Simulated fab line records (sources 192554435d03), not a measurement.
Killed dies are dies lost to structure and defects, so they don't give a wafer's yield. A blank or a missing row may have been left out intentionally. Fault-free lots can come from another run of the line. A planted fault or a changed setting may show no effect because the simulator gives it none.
A lot that was struck, set against a sound lot + flow n5_finfet + 26 out of 1938 route steps
Sound: the wafers L677.1, L677.3, L677.4. The struck wafers were L679.2, L679.3, L679.4. The cause is named last.
Order at every step that has rows: each side's tool, ch and its chambers, its first start. Under that, the readings that differ: sound wafers + struck wafers + difference of the means + sigmas: that difference in standard deviations of wafers without a fault.
alike: words and numbers the same on both sides, and readings whose means are apart by under 2 such deviations; not compared: readings that were withheld, readings missing a value for some wafer, numbers with overlapping values and no deviation given by the record, and bounds like >300 which may hide the same value.
The two part at a step that has a row with sigmas, a row that says differs or no value, or rows on one side only. Non-overlapping numbers with no deviation appear without sigmas and do not part them. Lack of a reading on every wafer of one side parts them only where that side has two or more wafers.

N5_BEOL_M5_ETCH_72: etches underlayer in N2/H2, target depth 6.5 nm, time 5.2 s.
  sound on rie_diel-04 ch 0,2,3, day 10 10:25; struck on rie_diel-03 ch 0,2,3, day 13 15:29
  alike: drypump_motor_current_A, etch_rf_on_time_s, n2_flow_sccm, oes_product_au, rf_vpp_V, showerhead_plenum_p_Torr, throttle_valve_pct
  not compared: rf_hours_counter_h
then, 1 step without rows for these wafers: N5_BEOL_M5_ETCH_61 (etches SiARC in CF4, target depth 15.6 nm, time 26 s).
N5_BEOL_M5_ETCH_62: etches SOC in N2/H2, target depth 75 nm, overetch 15 nm, time 112.5 s.
  sound on rie_diel-04 ch 0,2,3, day 10 10:28; struck on rie_diel-03 ch 0,2,3, day 13 15:31
  alike: drypump_motor_current_A, n2_flow_sccm, oes_product_au, rf_vpp_V, showerhead_plenum_p_Torr, throttle_valve_pct
  not compared: rf_hours_counter_h
then, 2 steps without rows for these wafers: N5_BEOL_M5_STRIP_63 (strips in N2/H2); N5_BEOL_M5_STRIP_73 (strips in N2/H2).
N5_BEOL_M5_STRIP_64: strips in CF4.
  sound on rie_diel-04 ch 0,2,3, day 10 10:35; struck on rie_diel-03 ch 0,2,3, day 13 15:39
  alike: drypump_motor_current_A, oes_product_au, rf_vpp_V, showerhead_plenum_p_Torr, throttle_valve_pct
  not compared: rf_hours_counter_h
then, 2 steps without rows for these wafers: N5_BEOL_M5_HM_OPEN_17 (chemistry Cl2/BCl3, target TiN, target depth 20 nm, overetch 6 nm); N5_BEOL_M5_STRIP_19 (strips in O2).
N5_BEOL_M5_CD_MEAS_18: pitch 56 nm, target cd 28 nm.
  struck on cd_sem-01, day 13 15:52; sound on cd_sem-01, day 10 10:49
  alike: cd_nm
then, 3 steps without rows for these wafers: N5_BEOL_M5_COAT_65 (time 60 s, resist thk 60 nm); N5_BEOL_M5_COAT_66 (time 60 s, resist thk 12 nm); N5_BEOL_M5_COAT_74 (time 60 s, resist thk 5 nm).
N5_BEOL_M5_COAT_22: resist thk 30 nm.
  sound on litho_track-03 ch 0, day 10 10:51; struck on litho_track-03 ch 0, day 13 18:49
| reading                                      | sound                | struck               | difference | sigmas |
|----------------------------------------------|----------------------|----------------------|------------|--------|
| spin_speed_rpm (rpm)                         | 1501.7 1500.0 1501.7 | 1539.3 1537.1 1536.7 | +36.6      | +39    |
| model.CAR-EUV_of_BEOL_M5_COAT_22.thk_nm (nm) | 30 30 30             | 29.6 29.8 29.8       | -0.3       |        |
  alike: chill_plate_temp_C
then, 5 steps without rows for these wafers: N5_BEOL_M5_EBR_24; N5_BEOL_M5_SOFTBAKE_23 (time 60 s); N5_BEOL_M5_EXPOSE_25 (exposes mask V4, defocus 10 nm); N5_BEOL_M5_PEB_26 (peb time 60 s); N5_BEOL_M5_DEVELOP_27 (develop time 30 s).
N5_BEOL_M5_CD_MEAS_28: target cd 30.6 nm, target cd y 20 nm.
  sound on cd_sem-01 ch 0, day 10 11:17; struck on cd_sem-03 ch 0, day 13 19:05
  alike: cd_nm
N5_BEOL_M5_OVL_MEAS_29:
  sound on overlay-02 ch 0, day 10 11:19; struck on overlay-02 ch 0, day 13 19:08
  alike: V4_OVL
N5_BEOL_M5_INSPECT_30: inspects for defects (brightfield).
  struck on defect_inspect-02, day 13 19:11; sound on defect_inspect-01, day 10 11:22
  alike: raw_defect_count
N5_BEOL_M5_DESCUM_33: chemistry O2, time 7 s.
  sound on rie_diel-04 ch 0,2,3, day 10 11:35; struck on rie_diel-02 ch 0,2,3, day 13 19:13
  alike: drypump_motor_current_A, oes_product_au, rf_vpp_V, showerhead_plenum_p_Torr, throttle_valve_pct
  not compared: rf_hours_counter_h
then, 1 step without rows for these wafers: N5_BEOL_M5_ETCH_75 (etches underlayer in N2/H2, target depth 6.5 nm, time 5.2 s).
N5_BEOL_M5_ETCH_67: etches SiARC in CF4, target depth 15.6 nm, time 26 s.
  sound on rie_diel-04 ch 0,2,3, day 10 11:38; struck on rie_diel-02 ch 0,2,3, day 13 19:16
  alike: drypump_motor_current_A, etch_rf_on_time_s, oes_product_au, rf_vpp_V, showerhead_plenum_p_Torr, throttle_valve_pct
  not compared: rf_hours_counter_h, model.CAR-EUV_of_BEOL_M5_COAT_22.thk_nm
N5_BEOL_M5_ETCH_68: etches SOC in N2/H2, target depth 80 nm, overetch 16 nm, time 120 s.
  sound on rie_diel-04 ch 0,2,3, day 10 11:40; struck on rie_diel-02 ch 0,2,3, day 13 19:17
  alike: drypump_motor_current_A, n2_flow_sccm, oes_product_au, rf_vpp_V, showerhead_plenum_p_Torr, throttle_valve_pct
  not compared: rf_hours_counter_h
N5_PASSIVATION_PROBE_49:
  rows exist in the record for the sound wafers here (prober-02, day 13 21:13), none for the struck ones

WHERE THEY PART
Last at N5_PASSIVATION_PROBE_49 as far as this record goes, first at N5_BEOL_M5_COAT_22.

WHY: what had been put in by the simulator
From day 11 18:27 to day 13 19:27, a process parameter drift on litho_track-03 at N5_BEOL_M5_COAT_22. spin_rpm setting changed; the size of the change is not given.
